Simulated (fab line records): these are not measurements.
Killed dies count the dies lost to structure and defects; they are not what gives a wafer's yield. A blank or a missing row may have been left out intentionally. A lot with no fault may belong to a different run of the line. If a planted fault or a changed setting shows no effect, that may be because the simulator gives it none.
Which tool did it? | flow n5 finfet | 10 lots, 30 wafers sampled, at 6 steps of a route of 1938

## WHAT THE GAUGES SHOWED, per wafer
N5_BEOL_M4_RC_MEAS_101. Usual: DIBL_N 36.2 mV/V, standard deviation 2; DIBL_P 36.1 mV/V, standard deviation 2.4; IOFF_N 0.16 nA/um, standard deviation 0.035; IOFF_P 0.22 nA/um, standard deviation 0.041; ION_N 675 uA/um, standard deviation 14; ION_P 465 uA/um, standard deviation 8.6; SS_N 71.5 mV/dec, standard deviation 0.64; SS_P 73.2 mV/dec, standard deviation 0.76; VT_N 250 mV, standard deviation 3.9; VT_P -249 mV, standard deviation 3.4.
lot  | measured     | on        | DIBL_N (mV/V)  | DIBL_P (mV/V)  | IOFF_N (nA/um) | IOFF_P (nA/um) | ION_N (uA/um) | ION_P (uA/um) | SS_N (mV/dec)  | SS_P (mV/dec)  | VT_N (mV)   | VT_P (mV)      | flag
L849 | day 9 04:04  | prober-02 | 36.6 35.0 37.3 | 35.9 33.7 37.3 | 0.18 0.14 0.20 | 0.23 0.18 0.25 | 688 659 688   | 476 447 469   | 71.7 71.1 71.7 | 73.7 72.8 74.3 | 245 251 241 | -248 -252 -246 |
L851 | day 9 17:11  | prober-02 | 38.1 38.1 37.6 | 38.2 38.2 37.4 | 0.18 0.17 0.17 | 0.24 0.24 0.23 | 681 670 672   | 465 457 463   | 72.1 72.8 72.0 | 74.5 73.7 73.8 | 247 251 248 | -249 -247 -251 |
L854 | day 9 21:13  | prober-01 | 35.8 39.0 36.4 | 36.1 40.3 37.6 | 0.17 0.22 0.18 | 0.22 0.29 0.25 | 674 679 686   | 459 463 467   | 72.0 72.3 70.7 | 72.8 73.5 74.2 | 245 248 248 | -247 -244 -245 |
L853 | day 10 09:42 | prober-01 | 38.1 35.5 39.5 | 38.1 34.8 39.4 | 0.19 0.14 0.23 | 0.27 0.23 0.31 | 684 669 694   | 475 472 474   | 71.7 71.5 72.5 | 73.3 72.6 74.0 | 246 253 246 | -244 -249 -245 |
L867 | day 13 07:56 | prober-02 | 35.1 39.0 39.5 | 34.5 38.9 40.1 | 0.12 0.17 0.18 | 0.15 0.20 0.21 | 673 664 679   | 450 453 456   | 70.5 72.7 72.6 | 73.3 74.4 73.8 | 255 254 256 | -255 -252 -253 |
L868 | day 13 10:43 | prober-01 | 36.4 37.7 38.0 | 34.9 37.5 37.4 | 0.14 0.19 0.18 | 0.19 0.22 0.24 | 669 682 678   | 456 464 461   | 71.8 71.5 72.2 | 72.9 74.7 74.3 | 253 247 250 | -251 -251 -246 |
L869 | day 14 02:49 | prober-01 | 36.4 36.0 33.9 | 36.3 36.5 33.8 | 0.15 0.14 0.12 | 0.18 0.18 0.16 | 654 671 669   | 446 454 458   | 71.6 71.5 70.8 | 73.3 73.3 71.7 | 257 254 254 | -255 -254 -256 |

## TOOL THAT RAN EACH LOT (tool first, then ch and the chambers of the sampled wafers, then the start)
lot  | N5_BEOL_M0_ETCH_128                | N5_BEOL_M0_ALD_136                  | N5_BEOL_M0_SURFACE_TREAT_137 | N5_BEOL_M0_SPUTTER_134       | N5_BEOL_M0_CMP_120
L849 | rie diel-04 ch 0,1, day 6 18:38    | ald metal-03 ch 1,2, day 6 20:08    | pvd sputter-01, day 6 20:24  | pvd sputter-02, day 6 20:58  | cmp-02 ch 0,1,2, day 6 21:49
L851 | rie diel-01 ch 0,1,3, day 7 06:01  | ald metal-01 ch 1,2,3, day 7 07:04  | pvd sputter-03, day 7 08:59  | pvd sputter-03, day 7 11:33  | cmp-04 ch 0,2,3, day 7 12:12
L854 | rie diel-03 ch 0,1,2, day 7 21:34  | ald metal-03 ch 1,2, day 7 22:36    | pvd sputter-03, day 7 22:55  | pvd sputter-02, day 7 23:55  | cmp-04 ch 0,2, day 8 00:33
L853 | rie diel-03 ch 2,3, day 7 21:41    | ald metal-01 ch 1,3, day 8 00:13    | pvd sputter-02, day 8 00:28  | pvd sputter-02, day 8 00:54  | cmp-04 ch 2,3, day 8 01:36
L864 | rie diel-03 ch 1,2, day 10 05:35   | ald metal-04 ch 0,1,2, day 10 06:08 | pvd sputter-01, day 10 06:45 | pvd sputter-02, day 10 08:23 | cmp-03 ch 0,2,3, day 10 09:02
L865 | rie diel-03 ch 1,3, day 10 15:01   | ald metal-03 ch 0,2,3, day 10 15:56 | pvd sputter-02, day 10 16:20 | pvd sputter-03, day 10 16:53 | cmp-03 ch 1,2,3, day 10 17:36
L866 | rie diel-01 ch 0,1, day 10 21:48   | ald metal-04 ch 2,3, day 10 23:17   | pvd sputter-03, day 10 23:31 | pvd sputter-03, day 11 00:13 | cmp-03 ch 0,1,2, day 11 00:50
L867 | rie diel-01 ch 0,2, day 11 03:59   | ald metal-03 ch 0,1,3, day 11 05:01 | pvd sputter-03, day 11 05:16 | pvd sputter-01, day 11 05:46 | cmp-04 ch 1,3, day 11 06:55
L868 | rie diel-03 ch 0,1, day 11 07:49   | ald metal-01 ch 2,3, day 11 08:26   | pvd sputter-02, day 11 10:16 | pvd sputter-02, day 11 10:45 | cmp-02 ch 0,1, day 11 11:22
L869 | rie diel-01 ch 1,2,3, day 11 15:20 | ald metal-01 ch 0,2,3, day 11 16:13 | pvd sputter-01, day 11 16:27 | pvd sputter-02, day 11 18:20 | cmp-03 ch 1,2,3, day 11 18:57
- N5_BEOL_M0_ETCH_128: etches SiCN in CF4/N2, target depth 12 nm, overetch 5.1 nm, time 21.4 s.
- N5_BEOL_M0_ALD_136: deposits TaN, pulse time 2 s, purge time 3 s, co reactant purge time 2 s.
- N5_BEOL_M0_SURFACE_TREAT_137
- N5_BEOL_M0_SPUTTER_134: material Cu, target thk 4 nm, time 7.37 s.
- N5_BEOL_M0_CMP_120: polishes, stops on SiOC, t overpolish 6.9 s.

## AS READ BY THE TOOLS THEMSELVES (means over the sampled wafers that have a number; for cases with no such wafer, the mark the record gives instead)
N5_BEOL_M0_ETCH_128. Usual: cf4 flow sccm 60.02 sccm (standard deviation 0.19); drypump motor current A 5.6 A (standard deviation 0.38); mfc ar sccm 100.04 sccm (standard deviation 0.29); oes product au 0.55 a.u. (standard deviation 0.061); rf vpp V 381.9 V (standard deviation 1.5); showerhead plenum p Torr 2.19 Torr (standard deviation 0.055); throttle valve pct 15.32 % (standard deviation 0.27).
lot  | tool        | cf4 flow sccm (sccm) | drypump motor current A (A) | mfc ar sccm (sccm) | oes product au (a.u.) | rf vpp V (V) | showerhead plenum p Torr (Torr) | throttle valve pct (%) | flag
L849 | rie diel-04 | 59.92                | 5.9                         | 100.15             | 0.54                  | 382.0        | 2.16                            | 15.38                  |
L851 | rie diel-01 | 60.16                | 5.6                         | 100.06             | 0.52                  | 382.7        | 2.21                            | 15.28                  |
L854 | rie diel-03 | 59.96                | 5.7                         | 100.00             | 0.58                  | 381.8        | 2.23                            | 15.22                  |
L853 | rie diel-03 | 60.04                | 5.6                         | 100.00             | 0.57                  | 382.7        | 2.22                            | 15.19                  |
L864 | rie diel-03 | 60.15                | 5.3                         | 99.86              | 0.61                  | 383.2        | 2.23                            | 15.09                  |
L865 | rie diel-03 | 59.88                | 5.2                         | 100.04             | 0.56                  | 383.2        | 2.21                            | 15.44                  |
L866 | rie diel-01 | 60.09                | 5.7                         | 99.75              | 0.56                  | 382.5        | 2.19                            | 15.17                  |
L867 | rie diel-01 | 60.13                | 5.8                         | 100.06             | 0.57                  | 380.2        | 2.15                            | 15.33                  |
L868 | rie diel-03 | 60.00                | 5.5                         | 100.14             | 0.55                  | 382.2        | 2.22                            | 15.37                  |
L869 | rie diel-01 | 59.91                | 5.7                         | 99.66              | 0.55                  | 383.6        | 2.23                            | 15.25                  |

N5_BEOL_M0_ALD_136. Usual: chamber pressure Torr 3.000 Torr, standard deviation 0.0066; heater power w 408 W, standard deviation 40.
lot  | tool         | chamber pressure Torr (Torr) | heater power w (W) | flag
L849 | ald metal-03 | 3.006                        | 402                |
L851 | ald metal-01 | 2.995                        | 389                |
L854 | ald metal-03 | 3.000                        | 413                |
L853 | ald metal-01 | 3.005                        | 372                |
L864 | ald metal-04 | -                            | -                  | OFF
L865 | ald metal-03 | -                            | -                  | OFF
L866 | ald metal-04 | -                            | -                  | OFF
L867 | ald metal-03 | 2.997                        | 441                |
L868 | ald metal-01 | 2.999                        | 396                |
L869 | ald metal-01 | 3.007                        | 428                |

N5_BEOL_M0_SPUTTER_134. Usual: throttle valve pct reads 30.4 % (standard deviation 0.95).
lot  | tool           | throttle valve pct (%) | flag
L849 | pvd sputter-02 | 32.1                   |
L851 | pvd sputter-03 | 29.9                   |
L854 | pvd sputter-02 | 29.4                   |
L853 | pvd sputter-02 | 31.0                   |
L864 | pvd sputter-02 | 31.0                   |
L865 | pvd sputter-03 | 30.3                   |
L866 | pvd sputter-03 | 30.1                   |
L867 | pvd sputter-01 | 30.3                   |
L868 | pvd sputter-02 | 31.1                   |
L869 | pvd sputter-02 | 30.9                   |

N5_BEOL_M0_CMP_120. Usual: barrier field endpoint s 3.66 s, standard deviation 0.15; motor current A 6.3 A, standard deviation 0.78; pad life wafers 1028, standard deviation 590.
lot  | tool   | barrier field endpoint s (s) | motor current A (A) | pad life wafers | flag
L849 | cmp-02 | 3.82                         | 6.9                 | 920             |
L851 | cmp-04 | 3.73                         | 6.2                 | 92              |
L854 | cmp-04 | 3.82                         | 5.9                 | 199             |
L853 | cmp-04 | 3.64                         | 6.6                 | 204             |
L864 | cmp-03 | 1.72                         | 6.5                 | 1550            | OFF
L865 | cmp-03 | 1.91                         | 6.1                 | 1627            | OFF
L866 | cmp-03 | 1.88                         | 5.7                 | 1676            | OFF
L867 | cmp-04 | 3.51                         | 6.0                 | 680             |
L868 | cmp-02 | 3.67                         | 6.7                 | 1818            |
L869 | cmp-03 | 3.58                         | 6.3                 | 1825            |

## THE ANSWER, worked out from the rows above alone
Rule: a lot is off if the mean of its wafers that have a number lies more than 3 standard deviations from the usual mean. Also off: a lot with no number at a reading for which 4 or more lots have one. All remaining lots with rows at the step are treated as sound. After the gauges, taken in route order, come the tools' own readings; for these a lot's mean is taken, as printed above. The first step at which some lot is off is used, and at that step the reading that is off furthest; a lot without a number counts as furthest.
Off: L864, L865, L866, at N5_BEOL_M0_ALD_136 (chamber pressure Torr). Without a number there: L864, L865, L866.
A tool fits if, at that step or a process step before it, it ran every lot that is off, and no sound lot after the first of them. Not one of the candidates tried fits.

## WHAT HAD BEEN PUT IN BY THE SIMULATOR
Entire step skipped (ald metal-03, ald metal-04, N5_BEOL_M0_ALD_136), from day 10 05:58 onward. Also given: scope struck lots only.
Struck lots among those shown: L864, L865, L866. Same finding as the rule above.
